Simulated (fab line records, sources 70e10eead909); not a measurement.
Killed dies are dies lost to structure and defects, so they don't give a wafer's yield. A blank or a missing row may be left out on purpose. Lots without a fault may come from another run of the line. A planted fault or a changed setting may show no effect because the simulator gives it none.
A struck lot beside a sound one | flow nand_harc | 36 steps out of a route of 1302
Sound: wafers L748.2, L748.4, L748.6. Struck: wafer L761.5. (L761.1, L761.4 of the same lot were not struck and are left out.) The cause comes at the end.
At each step with rows: each side's tool, then ch and its chambers, then its first start. Under that, the readings that differ: sound wafers | struck wafers | difference of the means | sigmas: that difference in standard deviations of wafers without a fault.
alike: readings whose means differ by less than 2 such deviations, and words and numbers that are the same on both sides. not compared: withheld readings, readings that some wafer has no value for, bounds like >300 that may hide the same value, and numbers for which the record gives no deviation and whose values overlap.
The two part at a step that has a row with sigmas, a row that says differs or no value, or rows on one side only. Numbers that don't overlap but have no deviation are shown without sigmas and don't part them. A reading that every wafer of one side lacks parts them only if that side has two wafers or more.

first, 2 steps without rows for these wafers: NHARC_A_SLIT_PRECLEAN_19 (cleans in SC1); NHARC_A_SLIT_SRD_20.
NHARC_A_SLIT_CD_MEAS_21:
  sound on cd_sem-02, day 20 11:05; struck on cd_sem-02, day 25 17:08
  alike: cd_nm
then, 3 steps without rows for these wafers: NHARC_A_SIN_REMOVE_WET_00 (chemistry H3PO4, time 15300 s); NHARC_A_SIN_REMOVE_PRECLEAN_01 (cleans in SC1); NHARC_A_SIN_REMOVE_SRD_02.
NHARC_A_SIN_REMOVE_INSPECT_04:
  sound on defect_inspect-01, day 20 17:46; struck on defect_inspect-01, day 25 23:47
  alike: raw_defect_count
then, 2 steps without rows for these wafers: NHARC_A_WL_FILL_ALD_00 (deposits Al2O3, target thk 3 nm, pulse time 3 s, ald cycles 30); NHARC_A_WL_FILL_RTA_01 (time 5 s).
NHARC_A_WL_FILL_ALD_02: deposits TiN, target thk 2 nm, pulse time 3 s, ald cycles 100.
  sound on ald_metal-01 ch 0,2,3, day 20 18:23; struck on ald_metal-04 ch 2, day 26 00:25
  reading            | sound          | struck | difference | sigmas
  heater_power_w (W) | 1074 1015 1094 | 1290   | +229       | +2
  alike: precursor_pulse_height_rel
NHARC_A_WL_FILL_CVD_03: deposits W, target thk 40 nm, time 279 s.
  sound on cvd_w-02 ch 0,1, day 20 18:47; struck on cvd_w-02 ch 0, day 26 00:50
  alike: heater_power_w, throttle_valve_pct
NHARC_A_WL_FILL_ETCHBACK_04: etches the open film in NF3, target depth 60 nm, time 120 s.
  sound on rie_metal-01 ch 0,1, day 20 19:07; struck on rie_metal-02 ch 0, day 26 01:11
  alike: drypump_motor_current_A, oes_product_au
  not compared: rf_hours_counter_h
then, 1 step without rows for these wafers: NHARC_A_WL_FILL_ETCHBACK_05 (etches the open film in Cl2/BCl3, target depth 22 nm, time 60 s).
NHARC_A_WL_FILL_STRIP_27: strips in N2/H2, time 20 s.
  sound on plasma_asher-02 ch 0,1, day 20 19:31; struck on plasma_asher-01 ch 1, day 26 01:32
  alike: drypump_motor_current_A, heater_power_w, rf_refl_power_W, temp_c
  not compared: rf_hours_counter_h
then, 5 steps without rows for these wafers: NHARC_A_WL_FILL_STRIP_28 (strips in post etch residue remover, time 1200 s); NHARC_A_WL_FILL_PRECLEAN_06 (cleans in DIW, time 300 s); NHARC_A_WL_FILL_SRD_07; NHARC_A_WL_FILL_ANNEAL_08 (time 1800 s); NHARC_A_WL_FILL_ALD_10 (deposits SiO2, target thk 50 nm, pulse time 10 s, ald cycles 500).
NHARC_A_WL_FILL_ETCHBACK_16: etches the open film in C4F8/O2/Ar, target depth 120 nm, time 24 s.
  sound on rie_diel-05 ch 0,1,3; struck on rie_diel-06 ch 3
  reading      | sound       | struck | difference | sigmas
  rf_vpp_V (V) | 719 723 721 | 731    | +10        | +2
  alike: oes_product_au
  not compared: rf_hours_counter_h
then, 9 steps without rows for these wafers: NHARC_A_WL_FILL_STRIP_29 (strips in O2, time 20 s); NHARC_A_WL_FILL_ETCHBACK_17 (etches the open film in Cl2/BCl3, target depth 4 nm, time 26.7 s); NHARC_A_WL_FILL_PRECLEAN_18 (cleans in dHF, time 30 s); NHARC_A_WL_FILL_SRD_21; NHARC_A_WL_FILL_CVD_23 (deposits poly-Si, target thk 40 nm, time 800 s); NHARC_A_WL_FILL_ETCHBACK_26 (etches the open film in HBr, target depth 52 nm, time 13.3 s); NHARC_A_WL_FILL_PRECLEAN_30 (cleans in dHF, time 10 s); NHARC_A_WL_FILL_SRD_14; NHARC_A_WL_FILL_ALD_19 (deposits TiN, target thk 2 nm, pulse time 3 s, ald cycles 100).
NHARC_A_WL_FILL_CVD_20: deposits W, target thk 100 nm, time 74 s.
  sound on cvd_w-01 ch 0,1; struck on cvd_w-02 ch 1
  alike: heater_power_w, throttle_valve_pct
then, 2 steps without rows for these wafers: NHARC_A_WL_FILL_CMP_12 (polishes, t overpolish 30 s, target thk 100 nm); NHARC_A_WL_FILL_SRD_31.
NHARC_A_WL_FILL_INSPECT_15:
  sound on defect_inspect-02, day 21 14:41; struck on defect_inspect-01, day 26 17:53
  alike: raw_defect_count
then, 2 steps without rows for these wafers: NHARC_A_CONTACT_DEP_24 (deposits SiO2, target thk 500 nm); NHARC_A_CONTACT_DEP_28 (deposits aC, target thk 7000 nm).
-- the record jumps here: 4 days lie between the struck wafers' starts before and after (it left off in module A_CONTACT and takes up again in module END, whose first step shown is number 1302 of the route) --
NHARC_END_SORT_01:
  the record has rows for the struck wafers here (prober-02 ch 0, day 30 07:49) and none for the sound ones

WHERE THEY PART
First at NHARC_A_WL_FILL_ALD_02; last, within this record, at NHARC_END_SORT_01.

WHY: what the simulator had put in
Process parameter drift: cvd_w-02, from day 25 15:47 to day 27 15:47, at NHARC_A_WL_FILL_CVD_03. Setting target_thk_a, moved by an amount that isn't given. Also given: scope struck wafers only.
